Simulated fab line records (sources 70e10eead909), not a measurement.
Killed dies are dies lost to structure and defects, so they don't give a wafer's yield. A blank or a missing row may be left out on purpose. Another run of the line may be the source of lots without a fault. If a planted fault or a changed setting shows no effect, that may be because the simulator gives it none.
A lot that was struck, set against a sound lot || flow nand-harc || 14 out of 1302 route steps
Sound: these wafers, L618.2, L618.5, L618.6. The struck wafers were L627.3, L627.5, L627.6. The cause is given at the end.
Per side, at each step with rows, come the tool, then ch with its chambers, and then its first start. Under that, the readings that differ: sound wafers || struck wafers || difference of the means || sigmas: that difference in standard deviations of wafers without a fault.
alike: readings whose means differ by less than 2 such deviations, and words and numbers that are the same on both sides. not compared: withheld readings, readings that some wafer has no value for, bounds like >300 that may hide the same value, and numbers for which the record gives no deviation and whose values overlap.
The two part at a step that has a row with sigmas, a row that says differs or no value, or rows on one side only. Numbers that don't overlap but have no deviation are shown without sigmas and don't part them. A reading that every wafer of one side lacks parts them only if that side has two wafers or more.

first, 1 step without rows for these wafers: NHARC_A_M0_SRD_25.
NHARC_A_M0_INSPECT_27:
  sound on defect-inspect-01 at day 24 14:49; struck on defect-inspect-02 at day 27 09:38
  alike: raw-defect-count
NHARC_A_M0_PRE_CLEAN_31: time 12 s.
  sound on pecvd-03 ch 0,1, day 24 14:54; struck on pecvd-01 ch 0,1,2, day 27 09:41
  alike: heater-power-w
  not compared: since-wet-clean-h
NHARC_A_M0_DEP_32: deposits SiCN, target thk 30 nm.
  sound on pecvd-03 ch 0,1, day 24 15:01; struck on pecvd-01 ch 0,1,2, day 27 09:46
  alike: heater-power-w
  not compared: since-wet-clean-h
then, 7 steps without rows for these wafers: NHARC_A_M1_DEP_00 (deposits SiOC, target thk 182.5 nm); NHARC_A_M1_DEHYDRATE_01 (time 120 s); NHARC_A_M1_HMDS_02 (time 30 s); NHARC_A_M1_COAT_34 (time 65 s); NHARC_A_M1_COAT_03 (resist thk 90 nm); NHARC_A_M1_SOFTBAKE_04 (time 55 s); NHARC_A_M1_EBR_05.
NHARC_A_M1_EXPOSE_06: exposes mask A M1, target cd 120 nm.
  sound on arfi-scanner-02 ch 0, day 24 16:05; struck on arfi-scanner-03 ch 0, day 27 11:19
{"reading": "exposure-dose-mJ-cm2", "sound": "75.13 75.12 75.03", "struck": "76.50 76.61 76.64", "difference": "+1.49", "sigmas": "+19"}
  alike: mask
then, 1 step without rows for these wafers: NHARC_A_M1_PEB_07 (peb time 65 s).
NHARC_END_SORT_01:
  sound on prober-01 ch 0, day 26 04:31; struck on prober-02 ch 0, day 29 02:01
{"reading": "defect-limited-yield (%)", "sound": "91.3 89.2 90.5", "struck": "96.2 97.8 96.9", "difference": "+6.6", "sigmas": "+2"}
{"reading": "killed-at-array", "sound": "53 61 53", "struck": "22 14 16", "difference": -38, "sigmas": -2}
{"reading": "killed-dies", "sound": "59 73 64", "struck": "26 15 21", "difference": -45, "sigmas": -2}
{"reading": "sort_bin_4_pct (%)", "sound": "5.2 6.1 5.5", "struck": "2.4 1.5 1.6", "difference": -3.8, "sigmas": -3}
{"reading": "sort-n-pass", "sound": "618 604 613", "struck": "651 662 656", "difference": "+45", "sigmas": "+2"}
{"reading": "sort-yield-pct (%)", "sound": "91.3 89.2 90.5", "struck": "96.2 97.8 96.9", "difference": "+6.6", "sigmas": "+2"}
  alike: killed-at-other, killed-at-periphery, killed-open, killed-short, sort_bin_2_pct, sort_bin_3_pct, sort-rim-yield-pct

WHERE THEY PART
Earliest at NHARC_A_M1_EXPOSE_06; latest, in this record, at NHARC_END_SORT_01.

WHY: whatever the simulator had introduced
Drift in process parameters on arfi-scanner-03 at NHARC_A_M1_EXPOSE_06, starting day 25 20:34. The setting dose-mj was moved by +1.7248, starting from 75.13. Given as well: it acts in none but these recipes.
